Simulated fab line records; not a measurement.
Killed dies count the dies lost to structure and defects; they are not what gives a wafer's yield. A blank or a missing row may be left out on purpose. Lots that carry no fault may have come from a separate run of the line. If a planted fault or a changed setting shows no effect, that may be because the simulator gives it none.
fab line records	flow n5Finfet
record: lots: 10	wafers: 30	lastDay: 16
route steps=1938 shown BEOL_M4@1111 MIM_TOP@1837 MIM_TOP_LITHO@1849 MIM_TOP_ETCH@1851 MIM_BOT_LITHO@1863 PASSIVATION@1936
lots untouched by any fault: they come from a run of this same line in which no faults occurred
startH: the number of hours between the record's first day and the start of the first shown wafer of the lot	waitH: hours from the lot's prior step to this one	" repeats the value in the row above	L1.1+2: a row that stands for several wafers	- no value, or no start was given	* or withheld: withheld	< > ~ a bound
route shown NAME@n: NAME is a module with steps in the file, n the number in the route of the first one	usual: mean/standard deviation of fault-free wafers	same: alike in all rows	chamber/n: place in a boat	sites: the reading at each site	_std_site: standard deviation of those values	_edge_site: mean of outer sites minus mean of inner sites	radiusMm: how far each site lies from the wafer's centre	mask NAME#n: copy n	behind: the tool/chamber that last shaped the wafer	hold: the reason the lot was held/the length of the hold in hours/how it ended	device: the n, p or np transistor that did not switch	end of line: tests of these same wafers at the route's end	for a step that has no rows: nothing shown but its recipe	killed: dies lost to structure and defects at the first sort, not the wafer's yield	map: per-die view of a wafer (x killed, . not killed, _ where there is no die)
set.NAME: the setting the step ran with; set.NAME@STEP: the setting that earlier step ran with	model.NAME: the simulator's own value behind a step, which no gauge read
a sample of lots followed through the steps of the route, with each step as a table and each wafer as a row
services: a tool's chamber out of use, with start hour (startH, from the record's first day; less than 0 if before it), hours out, and reason
== steps ==
step: N5_BEOL_M4_RC_MEAS_101
usual: DIBL_N: 36.3/1.2	DIBL_P: 36.1/1.6	IOFF_N: 0.161/0.023	IOFF_P: 0.209/0.027	ION_N: 676/8.9	ION_P: 462/5.3	SS_N: 71.5/0.51	SS_P: 73.2/0.5	VT_N: 249.1/2.5	VT_P: -249.9/2.8
lot.wafer	tool	chamber	startH	waitH	DIBL_N[mV/V]	DIBL_P[mV/V]	IOFF_N[nA/um]	IOFF_P[nA/um]	ION_N[uA/um]	ION_P[uA/um]	SS_N[mV/dec]	SS_P[mV/dec]	VT_N[mV]	VT_P[mV]
L679.3	prober-02	0	156.33	0.3	36.5	36.8	0.164	0.203	671	460	71.8	72.7	246.1	-251.8
L679.4	"	0	"	"	35.7	35.0	0.142	0.183	672	457	70.8	73.3	247.2	-253.2
L679.5	"	0	"	"	34.8	33.1	0.129	0.157	667	451	71.7	73.5	250.9	-255.5
L680.2	prober-01	0	176.29	0.2	36.1	35.6	0.155	0.203	683	462	71.5	72.9	248.2	-249.9
L680.3	"	0	"	"	35.8	36.2	0.145	0.211	671	461	70.9	72.7	248.5	-250.4
L680.5	"	0	"	"	37.7	38.1	0.185	0.249	689	471	71.6	73.9	246.0	-247.5
L682.2	prober-02	0	182.19	0.2	35.7	34.7	0.146	0.190	672	463	71.5	72.8	252.3	-249.1
L682.4	"	0	"	"	34.9	33.4	0.125	0.172	666	457	70.9	72.9	252.6	-253.1
L682.5	"	0	"	"	34.4	33.8	0.125	0.180	667	464	71.1	72.9	252.0	-251.7
L684.1	prober-02	0	196.58	0.0	37.6	36.7	0.184	0.262	682	471	71.5	73.2	245.7	-246.9
L684.2	"	0	"	"	36.4	36.1	0.168	0.241	686	468	71.5	73.4	247.2	-244.0
L684.6	"	0	"	"	37.9	37.3	0.192	0.272	678	465	71.8	73.4	248.0	-243.8
L686.2	prober-01	0	211.89	0.2	34.3	34.7	0.129	0.158	664	450	71.2	73.6	252.9	-256.2
L686.3	"	0	"	"	35.1	35.5	0.140	0.175	679	461	71.3	73.3	248.6	-252.5
L686.4	"	0	"	"	35.0	35.4	0.140	0.171	663	454	71.4	73.3	249.8	-253.8
L694.1	prober-02	0	249.03	0.0	35.0	35.2	0.151	0.197	676	467	71.9	72.5	247.9	-250.9
L694.2	"	0	"	"	35.7	35.9	0.160	0.204	672	462	71.9	73.4	250.1	-250.7
L694.4	"	0	"	"	34.0	33.4	0.135	0.174	665	457	71.0	72.6	251.5	-253.3
L696.1	prober-02	0	268.69	0.0	37.3	39.7	0.196	0.241	692	468	71.8	73.2	245.1	-249.5
L696.3	"	0	"	"	37.7	39.0	0.200	0.229	687	466	72.1	74.0	247.1	-250.1
L696.6	"	0	"	"	35.5	36.3	0.151	0.188	678	464	71.4	73.0	249.1	-253.0
L699.1	prober-02	0	278.72	0.0	36.8	37.2	0.177	0.220	679	460	72.2	73.3	249.4	-250.5
L699.5	"	0	"	"	38.2	37.8	0.200	0.232	688	462	71.8	73.2	247.3	-247.2
L699.6	"	0	"	"	37.9	37.5	0.186	0.225	680	467	72.0	72.1	247.4	-249.5
L698.2	prober-01	0	278.76	0.2	36.1	35.0	0.166	0.211	678	459	71.1	72.2	248.8	-248.8
L698.4	"	0	"	"	35.7	34.4	0.149	0.200	675	460	71.5	72.8	249.9	-248.3
L698.6	"	0	"	"	36.0	35.0	0.155	0.201	680	468	71.2	72.9	250.0	-248.5
L701.1	prober-01	0	294.29	0.0	35.6	36.5	0.161	0.215	666	461	71.9	73.0	249.0	-250.2
L701.2	"	0	"	"	36.1	37.8	0.182	0.238	681	461	71.8	73.9	246.7	-247.1
L701.6	"	0	"	"	36.0	37.2	0.166	0.222	677	462	72.7	73.7	248.1	-251.9
step: N5_MIM_TOP_DEGAS_04
recipe: ambient: vacuum	tempC: 300	timeS: 60
usual: heaterPowerW: 453/50
same: timeS: 60
lot.wafer	tool	chamber	startH	waitH	heaterPowerW
L679.3	pvdSputter-02	-	243.22	-	333
L679.4	"	-	"	"	455
L679.5	"	-	"	"	334
L680.2	pvdSputter-03	-	262.97	-	408
L680.3	"	-	"	"	480
L680.5	"	-	"	"	478
L682.2	pvdSputter-03	-	267.36	-	486
L682.4	"	-	"	"	471
L682.5	"	-	"	"	462
L684.1	pvdSputter-02	-	280.05	-	447
L684.2	"	-	"	"	449
L684.6	"	-	"	"	435
L686.2	pvdSputter-03	-	296.67	-	476
L686.3	"	-	"	"	408
L686.4	"	-	"	"	456
L694.1	pvdSputter-02	-	343.02	-	436
L694.2	"	-	"	"	459
L694.4	"	-	"	"	429
L696.1	pvdSputter-02	-	359.08	-	460
L696.3	"	-	"	"	457
L696.6	"	-	"	"	447
L699.1	pvdSputter-02	-	364.76	-	448
L699.5	"	-	"	"	340
L699.6	"	-	"	"	442
L698.2	pvdSputter-01	-	372.73	-	508
L698.4	"	-	"	"	563
L698.6	"	-	"	"	516
L701.1	pvdSputter-03	-	378.90	-	474
L701.2	"	-	"	"	469
L701.6	"	-	"	"	403
step: N5_MIM_TOP_LITHO_INSPECT_12
recipe: mode: adi	inspectInstrument: macro
usual: rawDefectCount: 2.0/1.4
lot.wafer	tool	chamber	startH	waitH	rawDefectCount
L679.3	defectInspect-01	-	243.83	0.0	3
L679.4	"	-	"	"	0
L679.5	"	-	"	"	2
L680.2	defectInspect-01	-	263.58	0.0	5
L680.3	"	-	"	"	0
L680.5	"	-	"	"	2
L682.2	defectInspect-02	-	267.98	0.0	1
L682.4	"	-	"	"	3
L682.5	"	-	"	"	6
L684.1	defectInspect-01	-	280.66	0.0	4
L684.2	"	-	"	"	1
L684.6	"	-	"	"	3
L686.2	defectInspect-01	-	297.32	0.0	2
L686.3	"	-	"	"	1
L686.4	"	-	"	"	0
L694.1	defectInspect-02	-	343.63	0.0	2
L694.2	"	-	"	"	2
L694.4	"	-	"	"	1
L696.1	defectInspect-01	-	359.69	0.0	0
L696.3	"	-	"	"	2
L696.6	"	-	"	"	1
L699.1	defectInspect-02	-	365.25	0.0	3
L699.5	"	-	"	"	4
L699.6	"	-	"	"	3
L698.2	defectInspect-02	-	373.22	0.0	2
L698.4	"	-	"	"	4
L698.6	"	-	"	"	1
L701.1	defectInspect-01	-	379.39	0.0	0
L701.2	"	-	"	"	3
L701.6	"	-	"	"	2
step: N5_MIM_TOP_ETCH_ETCH_00
recipe: chemistry: Cl2/BCl3	target: TiN	targetDepthA: 385	ionEnergyEv: 150	pressureMtorr: 10	icpW: 1000	biasW: 126	Cl2_flow_sccm: 53.25	bcl3FlowSccm: 21.75	Ar_flow_sccm: 25
usual: biasW: 126.0/0.35	drypumpMotorCurrentA: 5.5/0.36	oesProductAu: 0.76/0.052	throttleValvePct: 22.8/0.32
lot.wafer	tool	chamber	startH	waitH	biasW	drypumpMotorCurrentA	oesProductAu	rfHoursCounterH	throttleValvePct
L679.3	rieMetal-02	0	243.99	0.1	126.0	5.5	0.74	-	22.2
L679.4	"	1	"	"	126.4	5.3	0.82	-	22.6
L679.5	"	1	"	"	126.0	5.3	0.82	-	22.6
L680.2	rieMetal-01	1	263.70	0.1	125.8	6.0	0.79	36	23.1
L680.3	"	0	"	"	126.1	5.3	0.73	-	22.6
L680.5	"	0	"	"	126.3	5.3	0.73	-	22.6
L682.2	rieMetal-01	1	268.21	0.1	126.4	6.1	0.79	37	23.1
L682.4	"	1	"	"	126.2	6.1	0.79	-	23.1
L682.5	"	1	"	"	126.2	6.1	0.79	-	23.1
L684.1	rieMetal-02	0	280.89	0.1	125.8	5.5	0.73	49	22.2
L684.2	"	1	"	"	126.2	5.3	0.81	32	22.6
L684.6	"	1	"	"	126.5	5.2	0.80	-	22.6
L686.2	rieMetal-01	1	297.44	0.1	125.8	6.1	0.78	40	23.1
L686.3	"	0	"	"	126.4	5.3	0.71	-	22.6
L686.4	"	1	"	"	126.1	6.1	0.78	-	23.1
L694.1	rieMetal-01	0	343.75	0.1	126.2	5.2	0.63	79	22.6
L694.2	"	1	"	"	125.8	6.1	0.77	44	23.1
L694.4	"	1	"	"	125.6	6.0	0.68	-	23.2
L696.1	rieMetal-01	1	359.81	0.1	125.7	6.1	0.68	46	23.2
L696.3	"	1	"	"	125.9	6.1	0.75	-	23.1
L696.6	"	0	"	"	126.0	5.3	0.63	-	22.6
L699.1	rieMetal-02	0	365.37	0.1	126.0	5.5	0.74	50	22.2
L699.5	"	1	"	"	125.8	5.3	0.77	-	22.6
L699.6	"	0	"	"	126.1	5.5	0.74	-	22.2
L698.2	rieMetal-03	1	373.38	0.1	126.3	5.6	0.82	-	23.0
L698.4	"	1	"	"	126.7	5.6	0.81	-	23.0
L698.6	"	1	"	"	126.4	5.6	0.81	-	23.0
L701.1	rieMetal-02	1	379.51	0.1	126.3	5.3	0.77	45	22.7
L701.2	"	0	"	"	125.6	5.5	0.73	52	22.2
L701.6	"	0	"	"	126.4	5.5	0.74	-	22.2
step: N5_MIM_BOT_LITHO_OVL_MEAS_11
recipe: pointsPerWafer: 44
usual: MIM_BOT_OVL: 2/5.3
lot.wafer	tool	chamber	startH	waitH	MIM_BOT_OVL[nm]
L679.3	overlay-01	0	244.75	0.0	-7
L679.4	"	0	"	"	-1
L679.5	"	0	"	"	-1
L680.2	overlay-01	0	264.29	0.0	-3
L680.3	"	0	"	"	4
L680.5	"	0	"	"	-1
L682.2	overlay-02	0	269.15	0.0	8
L682.4	"	0	"	"	10
L682.5	"	0	"	"	4
L684.1	overlay-01	0	281.61	0.0	-1
L684.2	"	0	"	"	8
L684.6	"	0	"	"	-1
L686.2	overlay-01	0	298.15	0.0	-7
L686.3	"	0	"	"	-5
L686.4	"	0	"	"	1
L694.2	overlay-02	0	344.47	0.0	-5
L696.3	overlay-02	0	360.53	0.0	2
L699.1	overlay-02	0	365.96	0.0	4
L699.5	"	0	"	"	6
L699.6	"	0	"	"	3
L698.2	overlay-01	0	374.17	0.0	-9
L698.4	"	0	"	"	-15
L698.6	"	0	"	"	-13
L701.1	overlay-01	0	380.11	0.0	-3
L701.2	"	0	"	"	1
L701.6	"	0	"	"	10
step: N5_PASSIVATION_PROBE_49
usual: defectLimitedYield: 91.3/1.5	killed_at_M0_to_M3: 35/10	killed_at_M4_up: 13/5.3	killedAtContacts: 12/5.7	killedAtFrontEnd: 39/11	killedAtOther: 3.3/2.7	killedDies: 102/18	killedOnRim: 13/4	killedOpen: 67/13	killedShort: 34/7.8	sort_bin_5_function: 5.1/1	sort_bin_6_memory: 3.3/0.68	sortNPass: 1078/18	sortYieldPct: 91.3/1.5
same: grossDies: 1180	killedAtBackSide: 0	sort_bin_4_leakage[%]: 0	sort_bin_8_speed[%]: 0
lot.wafer	tool	chamber	startH	waitH	defectLimitedYield[%]	killed_at_M0_to_M3	killed_at_M4_up	killedAtContacts	killedAtFrontEnd	killedAtOther	killedDies	killedOnRim	killedOpen	killedShort	sort_bin_5_function[%]	sort_bin_6_memory[%]	sortNPass	sortYieldPct[%]
L694.1	prober-02	-	356.71	0.0	32.6	55	6	11	34	689	795	133	68	38	63.4	3.6	385	32.6
L694.2	prober-02	-	356.76	0.1	91.5	38	4	15	41	2	100	10	67	33	4.6	3.4	1080	91.5
L694.4	prober-02	-	356.86	0.2	26.9	38	6	10	45	763	862	61	64	36	69.5	3.2	318	26.9
L696.1	prober-02	-	370.04	0.0	20.5	44	7	14	51	822	938	57	66	54	74.7	4.3	242	20.5
L696.3	prober-02	-	370.14	0.1	91.7	31	10	23	32	2	98	11	72	26	4.6	3.6	1082	91.7
L696.6	prober-02	-	370.29	0.3	41.2	22	18	14	27	613	694	123	58	27	56.5	2.3	486	41.2
killed by level:class
L694.1 MIM_TOP_ETCH:areaEtch=689 BEOL_M1:geometricParticle:open=16 BEOL_M0_SAQP:geometricParticle:short=13 BEOL_M0_SAQP:geometricParticle:open=13 FIN_SAQP:geometricParticle:short=12 MOL_CONTACT_COAG:geometricParticle:open=11 BEOL_M2:geometricParticle:open=7 FIN_SAQP:geometricParticle:open=4
L694.2 MOL_CONTACT_COAG:geometricParticle:open=14 BEOL_M0_SAQP:geometricParticle:short=11 STI_FIN_REVEAL:geometricParticle:open=8 BEOL_M0_SAQP:geometricParticle:open=8 FIN_SAQP:geometricParticle:short=6 BEOL_M1:geometricParticle:open=6 FIN_SAQP:geometricParticle:open=5 DUMMY_GATE:geometricParticle:open=5
L694.4 MIM_TOP_ETCH:areaEtch=762 FIN_SAQP:geometricParticle:short=13 BEOL_M0_SAQP:geometricParticle:short=9 BEOL_M1:geometricParticle:open=8 MOL_CONTACT_COAG:geometricParticle:open=7 BEOL_M2:geometricParticle:open=7 STI_FIN_REVEAL:geometricParticle:open=6 BEOL_M0_SAQP:geometricParticle:open=6
L696.1 MIM_TOP_ETCH:areaEtch=817 FIN_SAQP:geometricParticle:open=16 BEOL_M0_SAQP:geometricParticle:short=16 STI_FIN_REVEAL:geometricParticle:open=11 FIN_SAQP:geometricParticle:short=10 MOL_CONTACT_COAG:geometricParticle:open=10 BEOL_M0_SAQP:geometricParticle:open=10 GATE_CUT:geometricParticle:short=5
L696.3 MOL_CONTACT_COAG:geometricParticle:open=21 FIN_SAQP:geometricParticle:open=14 BEOL_M0_SAQP:geometricParticle:open=9 BEOL_M0_SAQP:geometricParticle:short=6 BEOL_M4:geometricParticle:open=6 FIN_SAQP:geometricParticle:short=4 BEOL_M2:geometricParticle:open=4 BEOL_M3:geometricParticle:open=4
L696.6 MIM_TOP_ETCH:areaEtch=609 BEOL_M4:geometricParticle:open=11 STI_FIN_REVEAL:geometricParticle:open=10 MOL_CONTACT_COAG:geometricParticle:open=10 FIN_SAQP:geometricParticle:short=5 BEOL_M0_SAQP:geometricParticle:short=5 BEOL_M1:geometricParticle:open=5 MOL_CONTACT_COAG:geometricParticle:short=4
== services ==
tool	chamber	startH	hours	kind
rieMetal-02	0	253.58	26.6	repair
rieMetal-03	-	253.80	1.7	repair
rieMetal-02	0	298.84	63.1	repair
rieMetal-02	1	331.14	4.0	repair
pvdSputter-03	-	335.59	1.7	repair
rieMetal-03	0	360.95	-	clean
rieMetal-03	0	360.95	14.7	scheduledDown
rieMetal-03	0	360.95	14.7	ventCycle
== key ==
firstSign: step: N5_MIM_TOP_ETCH_ETCH_00	reading: oesProductAu	direction: down	sigmas: 2	usual: 0.76	struck: 0.65
effect: step: N5_PASSIVATION_PROBE_49	reading: killedAtOther	direction: up	sigmas: 99+	usual: 3.3	struck: 721.8
moreKillsBornAt: N5_MIM_TOP_ETCH_ETCH_00@rieMetal-01: 2877
metAt N5_MIM_TOP_ETCH_ETCH_00
struckLots L694,L696
struckWafers L694.1,L694.4,L696.1,L696.6
laterRowsLeftOut L694.1,L694.4,L696.1,L696.6
notActingAt N5_MIM_TOP_DEGAS_04,N5_MIM_TOP_LITHO_INSPECT_12,N5_MIM_BOT_LITHO_OVL_MEAS_11
onsetBetween 297.44 343.75
fault: kind: processParameterDrift	tool: rieMetal-01	chamber: -	onsetH: 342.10	steps: N5_MIM_TOP_ETCH_ETCH_00	channel: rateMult	offset: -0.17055	shape: step	endH: 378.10	scope: struckWafersOnly
laterRowsLeftOut: the simulator's readings of these wafers behind a module that went badly wrong aren't trusted and aren't shown, but for the sort
